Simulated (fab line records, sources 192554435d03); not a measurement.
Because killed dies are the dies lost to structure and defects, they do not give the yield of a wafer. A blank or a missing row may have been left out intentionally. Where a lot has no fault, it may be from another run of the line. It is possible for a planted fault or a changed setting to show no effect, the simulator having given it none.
Comparing a struck lot with a sound one -- flow n5Finfet -- 14 steps out of a route of 1938
Sound: the wafers L534.1, L534.3, L534.6. Struck: wafer L539.5. (L539.4 of the same lot was not struck and is left out.) The cause comes at the end.
Each step with rows lists, per side, the tool, then ch with its chambers, then its first start. Under that, the readings that differ: sound wafers -- struck wafers -- difference of the means -- sigmas: that difference in standard deviations of wafers without a fault.
alike: readings whose means differ by less than 2 such deviations, and words and numbers that are the same on both sides. not compared: withheld readings, readings that some wafer has no value for, bounds like >300 that may hide the same value, and numbers for which the record gives no deviation and whose values overlap.
The two part at a step that has a row with sigmas, a row that says differs or no value, or rows on one side only. Numbers that don't overlap but have no deviation are shown without sigmas and don't part them. Lack of a reading on every wafer of one side parts them only where that side has two or more wafers.

first, 7 steps without rows for these wafers: N5_BEOL_M5_COAT_71 (time 60 s, resist thk 5 nm); N5_BEOL_M5_COAT_05 (resist thk 30 nm); N5_BEOL_M5_EBR_07; N5_BEOL_M5_SOFTBAKE_06 (time 60 s); N5_BEOL_M5_EXPOSE_08 (exposes mask M5, target cd 28 nm); N5_BEOL_M5_PEB_09 (peb time 60 s); N5_BEOL_M5_DEVELOP_10 (develop time 30 s).
N5_BEOL_M5_CD_MEAS_11: target cd 27.74 nm.
  sound on cdSem-02 ch 0, day 8 21:26; struck on cdSem-03 ch 0, day 10 03:23
reading,sound,struck,difference,sigmas
cdNm (nm),27.93 27.98 27.97,28.45,+0.49,+2
N5_BEOL_M5_OVL_MEAS_12:
  sound on overlay-02 ch 0, day 8 21:28; struck on overlay-02 ch 0, day 10 03:25
  alike: M5_OVL
N5_BEOL_M5_INSPECT_13: inspects for defects (brightfield).
  sound: defectInspect-02 at day 8 21:31; struck: defectInspect-02 at day 10 03:28
  alike: rawDefectCount
N5_BEOL_M5_DESCUM_16: chemistry O2, time 7 s.
  sound on rieDiel-04 ch 0,1,3, day 8 21:36; struck on rieDiel-05 ch 0, day 10 03:30
  alike: drypumpMotorCurrentA, oesProductAu, rfVppV, showerheadPlenumPTorr, throttleValvePct
  not compared: rfHoursCounterH
N5_BEOL_M5_ETCH_72: etches underlayer in N2/H2, target depth 6.5 nm, time 5.2 s.
  sound on rieDiel-04 ch 0,1,3, day 8 21:38; struck on rieDiel-05 ch 0, day 10 03:32
  alike: drypumpMotorCurrentA, etchRfOnTimeS, oesProductAu, rfVppV, showerheadPlenumPTorr, throttleValvePct
  not compared: rfHoursCounterH
N5_BEOL_M5_ETCH_61: etches SiARC in CF4, target depth 15.6 nm, time 26 s.
  sound on rieDiel-04 ch 0,1,3, day 8 21:40; struck on rieDiel-05 ch 0, day 10 03:33
reading,sound,struck,difference,sigmas
etchRfOnTimeS (s),25.3 25.6 26.9,37.1,+11.2,+22
  alike: cf4FlowSccm, drypumpMotorCurrentA, oesProductAu, rfVppV, showerheadPlenumPTorr, throttleValvePct
  not compared: rfHoursCounterH
N5_BEOL_M5_ETCH_62: etches SOC in N2/H2, target depth 75 nm, overetch 15 nm, time 112.5 s.
  sound on rieDiel-04 ch 0,1,3, day 8 21:41; struck on rieDiel-05 ch 0, day 10 03:35
  alike: drypumpMotorCurrentA, oesProductAu, rfVppV, showerheadPlenumPTorr, throttleValvePct
  not compared: rfHoursCounterH

== WHERE THEY PART ==
Earliest at N5_BEOL_M5_CD_MEAS_11; latest, in this record, at N5_BEOL_M5_ETCH_61. Later steps at which nothing parts them and some readings are alike: N5_BEOL_M5_ETCH_62.

WHY: what had been put in by the simulator
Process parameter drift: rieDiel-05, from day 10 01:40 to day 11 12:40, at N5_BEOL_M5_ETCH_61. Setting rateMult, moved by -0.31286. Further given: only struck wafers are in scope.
